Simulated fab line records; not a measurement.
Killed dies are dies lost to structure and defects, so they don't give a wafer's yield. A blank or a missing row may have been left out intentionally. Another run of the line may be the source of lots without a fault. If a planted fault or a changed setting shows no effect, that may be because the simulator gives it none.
8D (eight disciplines) problem report, filled in by code    flow n5Finfet    the parts of the form that need people (team, actions taken, sign-off) are left out

== 1. WHAT IS WRONG ==
Wafers without a fault read 250.01 C, standard deviation 0.18; plateTempC at N5_BEOL_M10_COAT_59 reads a mean of 252.25 C on 6 wafers belonging to 2 lots. That is +12 standard deviations from the usual mean.
The step: time 60 s, resist thk 100 nm.
The first sign was on wafer L699.1 at day 15 15:49, on lithoTrack-05. The record has a number at this step for 37 wafers belonging to 13 lots. Rule for "out" (also "out of limits"): further than 4 standard deviations from the usual mean. The rest of the wafers with a number are treated as sound.

== 2. WHAT IT IS AND WHAT IT IS NOT ==
question                     is                      is not
which readings at this step  plateTempC              spinSpeedRpm
which lots                   L698, L699              L682, L684, L686, L687, L689, L690, L692, L693, L695, L697, L705
which wafers of those lots   all that have a number  -
read on which tools          lithoTrack-05           lithoTrack-01, lithoTrack-03
when                         from day 15 15:49       up to then (28 sound wafers); but 3 sound wafers of L705 came after

== 3. WHAT RULES OUT EACH SUSPECT ==
Counting: a tool at any process step up to the reading remains a suspect when it ran all the lots that are out and ran no sound lot after the first of those.
- lithoTrack-05 at N5_BEOL_M10_COAT_59 (time 60 s, resist thk 100 nm): kept. It processed each lot that is out, first L699 at day 15 15:49, and no sound lot thereafter; up to then, the last sound lot it processed was L697 at day 15 12:26. On those wafers its own readings are out: plateTempC.
Remaining after the count: lithoTrack-05 at N5_BEOL_M10_COAT_59.

== 4. THE CAUSE (what the simulator had put in) ==
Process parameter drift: lithoTrack-05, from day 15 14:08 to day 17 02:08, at N5_BEOL_M10_COAT_59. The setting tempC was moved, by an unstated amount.
This tool alone remained once counting was done.

== 5. SEQUENCE OF EFFECTS, ordered by route ==
One row per reading whose mean, taken over the struck wafers that have a number, lies over 3 standard deviations from the usual. Readings are gone through only where the record gives a usual standard deviation; hours: the median, over the lots, of the time from a lot's start at the first step in this table giving one to that lot's start at this step; sigmas: the change measured in usual standard deviations.
hours  step                 reading            usual     on struck wafers  change  sigmas
0      N5_BEOL_M10_COAT_59  heaterPowerTotalW  500.4 W   507.0             +6.6    +3.5
0      N5_BEOL_M10_COAT_59  plateTempC         250.01 C  252.25            +2.24   +12
It contains these process steps:
- N5_BEOL_M10_COAT_59: time 60 s, resist thk 100 nm.
Later measuring or inspecting steps at which every struck wafer that the step has a row for has a number for every such reading, and none has moved that far: N5_BEOL_M10_CD_MEAS_11, N5_BEOL_M10_OVL_MEAS_12.

== 6. WHAT WOULD HAVE CAUGHT IT SOONER ==
2 hours passed between the start of the fault at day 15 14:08 and the first reading out of limits in this record, taken at day 15 15:49.
